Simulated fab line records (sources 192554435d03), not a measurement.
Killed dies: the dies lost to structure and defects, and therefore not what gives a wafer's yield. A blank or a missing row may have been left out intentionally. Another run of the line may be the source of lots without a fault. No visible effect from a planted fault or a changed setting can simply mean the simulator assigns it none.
One fault seen from 2 desks / flow n5Finfet / numbers are kept per desk, each desk with only its own; the story behind them comes last

THE METROLOGY DESK
What the gauges read, lot by lot, whatever tool the lot ran on: means of the sampled wafers that have a number. If a lot's mean is further than 4 standard deviations from the usual mean, the lot is out of limits and carries the mark OUT (the distance appears in the brackets). Of its 11 readings 7 are shown: those that lie furthest out on some lot.
Columns: A = cdNm at N5_BEOL_M0_SAQP_CD_MEAS_25, usual 12.79 nm; B = IOFF_N at N5_BEOL_M4_RC_MEAS_101, usual 0.154 nA/um; C = IOFF_P at N5_BEOL_M4_RC_MEAS_101, usual 0.21 nA/um; D = ION_N at N5_BEOL_M4_RC_MEAS_101, usual 675 uA/um; E = ION_P at N5_BEOL_M4_RC_MEAS_101, usual 465 uA/um; F = VT_N at N5_BEOL_M4_RC_MEAS_101, usual 250 mV; G = VT_P at N5_BEOL_M4_RC_MEAS_101, usual -249 mV
lot=L407; first seen here=day 6 10:51; A=12.59; B=0.166; C=0.25; D=688; E=474; F=251; G=-246
lot=L408; first seen here=day 6 21:19; A=12.86; B=0.196; C=0.28; D=698; E=480; F=244; G=-244
lot=L410; first seen here=day 7 07:01; A=12.86; B=0.155; C=0.24; D=677; E=470; F=250; G=-246
lot=L419; first seen here=day 9 17:04; A=12.34; B=0.163; C=0.22; D=684; E=472; F=247; G=-248
lot=L421; first seen here=day 10 00:37; A=13.02; B=0.167; C=0.25; D=679; E=469; F=248; G=-246
lot=L423; first seen here=day 10 12:21; A=12.81; B=0.148; C=0.21; D=678; E=466; F=249; G=-249
lot=L424; first seen here=day 10 18:21; A=13.10; B=0.131; C=0.15; D=670; E=452; F=254; G=-257
This desk's finding: nothing out of limits on any of the 7 lots.

DESK OF THE TOOL OWNER: rieDiel-05
The tool's own readings at N5_BEOL_M0_SAQP_ETCH_107 (etches SiNx in CH3F/O2, target depth 30 nm): means of the sampled wafers that have a number, for each lot that ran on this tool. If a lot's mean is further than 4 standard deviations from the usual mean, the lot is out of limits and carries the mark OUT (the distance appears in the brackets).
Columns: A = drypumpMotorCurrentA at N5_BEOL_M0_SAQP_ETCH_107, usual 5.8 A; B = oesProductAu at N5_BEOL_M0_SAQP_ETCH_107, usual 0.75 a.u.; C = rfVppV at N5_BEOL_M0_SAQP_ETCH_107, usual 296.6 V; D = showerheadPlenumPTorr at N5_BEOL_M0_SAQP_ETCH_107, usual 2.02 Torr; E = throttleValvePct at N5_BEOL_M0_SAQP_ETCH_107, usual 16.52 %
lot=L407; first seen here=day 6 11:37; A=6.0; B=0.72; C=295.0; D=2.08; E=16.59
lot=L408; first seen here=day 6 22:06; A=6.3; B=0.70; C=297.4; D=2.07; E=16.58
lot=L410; first seen here=day 7 08:16; A=5.8; B=0.72; C=294.9; D=1.97; E=16.48
lot=L423; first seen here=day 10 13:07; A=6.1; B=0.74; C=294.7; D=2.00; E=16.61
lot=L424; first seen here=day 10 19:16; A=6.2; B=0.75; C=296.2; D=1.92; E=16.54
This desk's finding: nothing out of limits on any of the 5 lots.

PUT TOGETHER
From the metrology desk's view, nothing was out of limits.
The desk of the tool owner found nothing out of limits.

WHAT THE SIMULATOR HAD PUT IN
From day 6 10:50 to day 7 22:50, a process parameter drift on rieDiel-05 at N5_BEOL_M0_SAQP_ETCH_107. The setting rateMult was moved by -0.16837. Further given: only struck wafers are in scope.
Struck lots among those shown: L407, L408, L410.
